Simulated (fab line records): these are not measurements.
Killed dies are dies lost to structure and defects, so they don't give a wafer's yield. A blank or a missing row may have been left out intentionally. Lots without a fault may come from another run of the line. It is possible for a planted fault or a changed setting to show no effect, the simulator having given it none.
Matching of chambers	flow nand-harc	3 sister chambers for NHARC_A_CONTACT_ETCH_88 on rie-diel-12
The step etches the open film in CF4, target depth 39 nm, time 65 s. 14 wafers are shown with their chamber, then 6 later ones without.

## WAFERS, EACH WITH ITS CHAMBER
wafer	chamber	drypump-motor-current-A (A)	showerhead-plenum-p-Torr (Torr)	rf-vpp-V (V)
L076.1	0	5.1	1.89	152.4
L076.3	3	6.0	1.66	150.2
L076.6	1	6.1	1.70	149.4
L078.1	3	6.0	1.65	150.2
L078.3	1	6.1	1.70	150.4
L078.5	0	5.1	1.89	152.1
L080.4	0	5.1	1.89	151.4
L080.5	0	5.1	1.89	152.1
L080.6	1	6.1	1.70	149.8
L088.2	0	5.1	1.88	152.6
L088.4	1	6.0	1.70	148.8
L088.5	0	5.1	1.88	152.7
L092.3	0	5.1	1.88	151.5
L092.4	1	6.0	1.69	149.7

SIGNATURES (averages over the wafers above)
reading	chamber 0	chamber 1	chamber 3	scatter within a chamber
drypump-motor-current-A	5.100	6.060	6.000	0.033
showerhead-plenum-p-Torr	1.8857	1.6980	1.6550	0.00523
rf-vpp-V	152.114	149.620	150.200	0.515
Rule: for each reading, subtract the chamber's mean from the wafer's reading, divide by that reading's scatter and square the result; add these up over the readings and take the root, which gives the wafer's distance from the chamber. If the next closest chamber is less than 2 further off than the closest, the wafer can't be placed; otherwise it belongs to the closest. The scatter is the square root of a quotient: the sum, over the shown wafers, of each reading's squared deviation from its chamber's mean, divided by wafers minus chambers.

## WAFERS MISSING THEIR CHAMBER
wafer	drypump-motor-current-A (A)	showerhead-plenum-p-Torr (Torr)	rf-vpp-V (V)
L092.6	6.1	1.69	149.4
L094.5	6.0	1.65	149.3
L094.6	6.0	1.69	150.4
L095.1	6.0	1.69	150.9
L095.5	5.1	1.88	153.7
L095.6	5.9	1.64	149.8

## THE CHAMBER EACH PASSED THROUGH
wafer	from the rows above	in truth
L092.6	1	1
L094.5	3	3
L094.6	1	1
L095.1	1	1
L095.5	0	0
L095.6	3	3
Placed correctly: 6 of 6. Number that these rows cannot place: 0. 0 placed wrongly.
